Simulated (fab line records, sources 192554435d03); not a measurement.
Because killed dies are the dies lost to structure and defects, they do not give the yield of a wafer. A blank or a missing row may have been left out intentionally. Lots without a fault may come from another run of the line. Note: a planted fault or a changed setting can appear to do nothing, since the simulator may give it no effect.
Lot-split experiment	flow n5_finfet	route with 1938 steps; 7 lots, 21 wafers read

== ABOUT THE SPLIT ==
At N5_GATE_CUT_ALD_22 (deposits SiNx, target thk 16 nm, pulse time 1 s, ald cycles 320), the setting ald_cycles was moved away from the recipe's 320 on 7 of the 21 wafers read, by -15.6% to +13.1%. This setting was run at the recipe's value on the other wafers.

The reading is taken at the split's own step.

== THE READING ==
SiNx_of_GATE_CUT_ALD_22.thk_nm (the simulator's own value, which no gauge read), in nm, at N5_GATE_CUT_ALD_22 (deposits SiNx, target thk 16 nm, pulse time 1 s, ald cycles 320). No usual value for it is given in the file. Here, 14 wafers ran the recipe; their average is 16.1 nm with a standard deviation of 0.099 nm.

wafer	tool, chamber at the split	ald_cycles as run	against the recipe	SiNx_of_GATE_CUT_ALD_22.thk_nm, nm	against lot-mates on the recipe
L074.2	ald_sin-02, 0	341	+6.6%	17	+1.0
L074.3	ald_sin-02, 3	320	recipe	16	-
L074.6	ald_sin-02, 2	341	+6.6%	17.2	+1.2
L076.1	ald_sin-03, 2	362	+13.1%	18	+2.0
L076.2	ald_sin-03, 1	320	recipe	16	-
L076.5	ald_sin-03, 1	320	recipe	16	-
L083.2	ald_sin-03, 0,2	320	recipe	16.2	-
L083.5	ald_sin-03, 0,2	320	recipe	16.2	-
L083.3	ald_sin-03, 3	320	recipe	16	-
L084.1	ald_sin-02, 3	294	-8.1%	14.8	-1.3
L084.3	ald_sin-02, 0	320	recipe	16	-
L084.6	ald_sin-02, 2	320	recipe	16.2	-
L092.1	ald_sin-03, 0,2,0	320	recipe	16.2	-
L092.4	ald_sin-03, 0,2,0	320	recipe	16.2	-
L092.6	ald_sin-03, 0,2,0	320	recipe	16.2	-
L094.1	ald_sin-01, 0	320	recipe	16	-
L094.3	ald_sin-01, 1,3	270	-15.6%	13.4	-2.6
L094.5	ald_sin-01, 1,3	270	-15.6%	13.4	-2.6
L095.1	ald_sin-03, 2,1	320	recipe	16.2	-
L095.4	ald_sin-03, 2,1	320	recipe	16.2	-
L095.2	ald_sin-03, 3	301	-5.9%	15.2	-1.0
Where a row lists several chambers, the file gives one row for several wafers and doesn't say which wafer went through which chamber.

THE FIT
A straight line over all 21 wafers: SiNx_of_GATE_CUT_ALD_22.thk_nm changes by +0.163 nm for each +1% of ald_cycles; r = +0.99; the points scatter about the line by 0.12 nm.
The same after taking each lot's own level away (the mean of its wafers on the recipe; 21 wafers): +0.163 nm for each +1%; r = +1.00; scatter 0.07 nm.
The reading moves by 2.5 nm for the largest change in ald_cycles, on that fit.
From 16.00 to 16.20 nm: that is the span of the lots' own levels, equal to 2.0 times the standard deviation above.
Hence the lot-to-lot level has little effect on the slope; both slopes agree.
Check: for one of the wafers moved furthest among these (-15.6%), held out of the fit, the line's prediction against its lot-mates is -2.54 nm. It came out at -2.6 nm against them.

== OTHER SPLITS APPLIED TO THESE WAFERS ==
Note: prior to the reading, these wafers also went through further splits. Each is held against what the fit with the lots' levels taken away leaves over:
other split on the same wafers	wafers away from the commonest value	r with SiNx_of_GATE_CUT_ALD_22.thk_nm (lot level and that fit taken away)
N5_GATE_CUT_ETCH_56 icp_w	8	-0.31

== FILE'S OWN FIT ==
SiNx_of_GATE_CUT_ALD_22.thk_nm changes by +0.162 nm for each +1% of ald_cycles, r = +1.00.
